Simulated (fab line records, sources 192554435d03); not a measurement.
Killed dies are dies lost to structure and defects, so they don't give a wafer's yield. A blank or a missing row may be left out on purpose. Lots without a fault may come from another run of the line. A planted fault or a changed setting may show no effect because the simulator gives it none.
Split-lot experiment | flow n5_finfet | 7 lots, 21 wafers read, on a route of 1938 steps

THE SPLIT
At N5_BEOL_M4_EXPOSE_08 (exposes mask M4), the setting dose_mj was moved away from the recipe's 41.25 on 5 of the 21 wafers read, by -6.5% to +5.6%. The other wafers ran this setting at the recipe's value.

FROM THE SPLIT TO THE READING: what the file shows between them, 5 steps
- N5_BEOL_M4_PEB_09: peb time 60 s
- N5_BEOL_M4_DEVELOP_10: develop time 30 s
- N5_BEOL_M4_DESCUM_16: chemistry O2, time 7 s
- N5_BEOL_M4_ETCH_74: etches underlayer in N2/H2, target depth 6.5 nm, time 5.2 s
- N5_BEOL_M4_ETCH_63: etches SiARC in CF4, target depth 15.6 nm, time 26 s

THE READING
BEOL_M4.cd_offset_nm (the simulator's own value, which no gauge read), in nm, at N5_BEOL_M4_ETCH_64 (etches SOC in N2/H2, target depth 75 nm, overetch 22.5 nm, time 121.9 s). The file gives no usual value for it. The 16 wafers here that ran the recipe average -0.0 nm, standard deviation 0.36 nm.

wafer  | tool, chamber at the split | dose_mj as run | against the recipe | BEOL_M4.cd_offset_nm, nm | against lot-mates on the recipe
L076.1 | euv_scanner-01, 0          | 42.77          | +3.7%              | 0.4                      | +0.6
L076.2 | euv_scanner-01, 0          | 41.25          | recipe             | -0.4                     | -
L076.5 | euv_scanner-01, 0          | 41.25          | recipe             | 0                        | -
L075.1 | euv_scanner-02, 0          | 41.25          | recipe             | -0.6                     | -
L075.4 | euv_scanner-02, 0          | 41.25          | recipe             | -0.4                     | -
L075.5 | euv_scanner-02, 0          | 41.25          | recipe             | -0.2                     | -
L081.1 | euv_scanner-01, 0          | 43.54          | +5.6%              | 1                        | +1.1
L081.2 | euv_scanner-01, 0          | 41.25          | recipe             | -0.2                     | -
L081.4 | euv_scanner-01, 0          | 41.25          | recipe             | 0                        | -
L086.2 | euv_scanner-01, 0          | 41.25          | recipe             | 0                        | -
L086.3 | euv_scanner-01, 0          | 41.25          | recipe             | -0.2                     | -
L086.4 | euv_scanner-01, 0          | 41.25          | recipe             | -0.4                     | -
L085.1 | euv_scanner-01, 0          | 38.56          | -6.5%              | -1.6                     | -2.1
L085.4 | euv_scanner-01, 0          | 41.25          | recipe             | 0.2                      | -
L085.5 | euv_scanner-01, 0          | 41.25          | recipe             | 0.8                      | -
L088.2 | euv_scanner-01, 0          | 41.25          | recipe             | 0.6                      | -
L088.4 | euv_scanner-01, 0          | 41.25          | recipe             | 0.2                      | -
L088.5 | euv_scanner-01, 0          | 41.25          | recipe             | 0                        | -
L095.4 | euv_scanner-01, 0          | 40.07          | -2.9%              | -0.2                     | -0.4
L095.5 | euv_scanner-01, 0          | 41.25          | recipe             | 0.2                      | -
L095.6 | euv_scanner-01, 0          | 40.07          | -2.9%              | 0.2                      | +0.0

THE FIT
A straight line over all 21 wafers: BEOL_M4.cd_offset_nm changes by +0.169 nm for each +1% of dose_mj; r = +0.71; the points scatter about the line by 0.39 nm.
The same after taking each lot's own level away (the mean of its wafers on the recipe; 21 wafers): +0.224 nm for each +1%; r = +0.88; scatter 0.29 nm.
On that fit, the largest move of dose_mj shifts the reading by 1.5 nm.
The lots' own levels span -0.40 to 0.50 nm, that is 2.5 times the standard deviation above.
So the lot-to-lot level blurs the effect unless lot-mates are compared.
Check: with one of the wafers moved furthest among these (-6.5%) left out of the fit, the line predicts -0.963 nm for it against its lot-mates. It came out at -2.1 nm against them.

OTHER SPLITS ON THESE WAFERS
These wafers also went through other splits before the reading. Each is held against what the fit with the lots' levels taken away leaves over:
other split on the same wafers | wafers away from the commonest value | r with BEOL_M4.cd_offset_nm (lot level and that fit taken away)
N5_BEOL_M3_EXPOSE_08 dose_mj   | 6                                    | -0.23
N5_BEOL_M4_COAT_62 spin_rpm    | 10                                   | -0.11

THE WHOLE CHAIN: every reading that the file lists as answering this split, in the file's order
step               | what it does                                                            | reading                                                               | change (the file's fit)               | r (the file's)
N5_BEOL_M4_ETCH_74 | etches underlayer in N2/H2, target depth 6.5 nm, time 5.2 s             | BEOL_M4.cd_offset_nm (the simulator's own value, which no gauge read) | +0.205 nm for each +1% of the setting | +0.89
N5_BEOL_M4_ETCH_63 | etches SiARC in CF4, target depth 15.6 nm, time 26 s                    | BEOL_M4.cd_offset_nm (the simulator's own value, which no gauge read) | +0.222 nm for each +1% of the setting | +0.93
N5_BEOL_M4_ETCH_64 | etches SOC in N2/H2, target depth 75 nm, overetch 22.5 nm, time 121.9 s | BEOL_M4.cd_offset_nm (the simulator's own value, which no gauge read) | +0.237 nm for each +1% of the setting | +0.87

THE FILE'S OWN FIT
BEOL_M4.cd_offset_nm changes by +0.237 nm for each +1% of dose_mj, r = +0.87.
